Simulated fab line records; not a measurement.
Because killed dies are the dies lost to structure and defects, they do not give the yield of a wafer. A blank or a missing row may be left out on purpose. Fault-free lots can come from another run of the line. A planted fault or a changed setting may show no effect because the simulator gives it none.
The same fault as seen by 2 desks + flow n5Finfet + only its own numbers are on each desk; what lay behind them is given at the end

## AT THE METROLOGY DESK
Lot by lot, what the gauges showed, no matter which tool ran the lot: averages of those sampled wafers that carry a number. Any lot whose mean is over 4 standard deviations away from the usual mean is out of limits and marked OUT; that distance is given in the brackets. 7 of its 12 readings are shown: the first one out of limits and those lying furthest out on some lot.
Columns: A = cdNm at N5_BEOL_M1_CD_MEAS_18, usual 18.03 nm; B = DIBL_N at N5_BEOL_M4_RC_MEAS_101, usual 36.3 mV/V; C = DIBL_P at N5_BEOL_M4_RC_MEAS_101, usual 36.1 mV/V; D = IOFF_N at N5_BEOL_M4_RC_MEAS_101, usual 0.161 nA/um; E = IOFF_P at N5_BEOL_M4_RC_MEAS_101, usual 0.209 nA/um; F = VT_N at N5_BEOL_M4_RC_MEAS_101, usual 249.1 mV; G = VT_P at N5_BEOL_M4_RC_MEAS_101, usual -249.9 mV
| lot  | first seen here | A                | B    | C    | D     | E     | F     | G      |
|------|-----------------|------------------|------|------|-------|-------|-------|--------|
| L384 | day 6 20:51     | 18.29            | 36.5 | 36.6 | 0.162 | 0.221 | 247.6 | -249.3 |
| L388 | day 7 11:38     | 18.10            | 37.3 | 36.7 | 0.181 | 0.258 | 247.0 | -244.9 |
| L391 | day 8 02:00     | 18.01            | 37.2 | 34.8 | 0.163 | 0.209 | 249.1 | -249.6 |
| L392 | day 8 08:16     | 17.72            | 34.5 | 35.7 | 0.158 | 0.193 | 247.0 | -251.4 |
| L393 | day 8 14:54     | 17.74            | 36.5 | 36.7 | 0.160 | 0.204 | 248.1 | -248.9 |
| L394 | day 8 23:53     | 18.25            | 37.0 | 38.9 | 0.179 | 0.230 | 248.1 | -249.1 |
| L404 | day 11 03:37    | 19.32 (+4.3) OUT | 35.0 | 36.3 | 0.126 | 0.203 | 254.3 | -251.1 |
| L405 | day 11 12:38    | 17.94            | 35.9 | 37.2 | 0.170 | 0.225 | 247.9 | -249.7 |
| L406 | day 12 05:09    | 17.86            | 36.0 | 35.4 | 0.147 | 0.199 | 250.6 | -247.7 |
This desk finds L404 out of limits, L404 being first, at day 11 03:37 (cdNm at N5_BEOL_M1_CD_MEAS_18). Within limits: L384, L388, L391, L392, L393, L394, L405, L406.

## FOR THE TOOL OWNER'S DESK: rieDiel-02
The tool's own readings at N5_BEOL_M1_ETCH_64 (etches SOC in N2/H2, target depth 75 nm, overetch 15 nm, time 112.5 s): means of the sampled wafers that have a number, for each lot that ran on this tool. Any lot whose mean is over 4 standard deviations away from the usual mean is out of limits and marked OUT; that distance is given in the brackets.
Columns: A = drypumpMotorCurrentA at N5_BEOL_M1_ETCH_64, usual 5.9 A; B = oesProductAu at N5_BEOL_M1_ETCH_64, usual 0.64 a.u.; C = rfVppV at N5_BEOL_M1_ETCH_64, usual 524.8 V; D = showerheadPlenumPTorr at N5_BEOL_M1_ETCH_64, usual 2.57 Torr; E = throttleValvePct at N5_BEOL_M1_ETCH_64, usual 17.82 %
| lot  | first seen here | A   | B    | C     | D    | E     |
|------|-----------------|-----|------|-------|------|-------|
| L388 | day 7 11:17     | 6.1 | 0.62 | 525.0 | 2.59 | 17.71 |
| L391 | day 8 01:39     | 5.9 | 0.67 | 524.8 | 2.61 | 17.73 |
| L394 | day 8 23:32     | 6.0 | 0.63 | 525.3 | 2.59 | 17.75 |
| L404 | day 11 03:16    | 6.2 | 0.61 | 527.9 | 2.67 | 17.52 |
This desk found nothing out of limits on any of the 4 lots.

## TAKEN TOGETHER
L404 would have let the metrology desk raise an alarm at day 11 03:37.
The desk of the tool owner found nothing out of limits.
Tool owner's desk: L404 on record, inside its limits.
The lots listed all ran N5_BEOL_M1_ETCH_64 on rieDiel-02.

## WHAT HAD BEEN PUT IN BY THE SIMULATOR
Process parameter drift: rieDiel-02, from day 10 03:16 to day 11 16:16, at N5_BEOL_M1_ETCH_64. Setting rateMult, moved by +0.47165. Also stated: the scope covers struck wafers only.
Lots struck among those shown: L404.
Per desk, hours elapsed from the start of the fault to the first reading out of limits: for the metrology desk, 24.
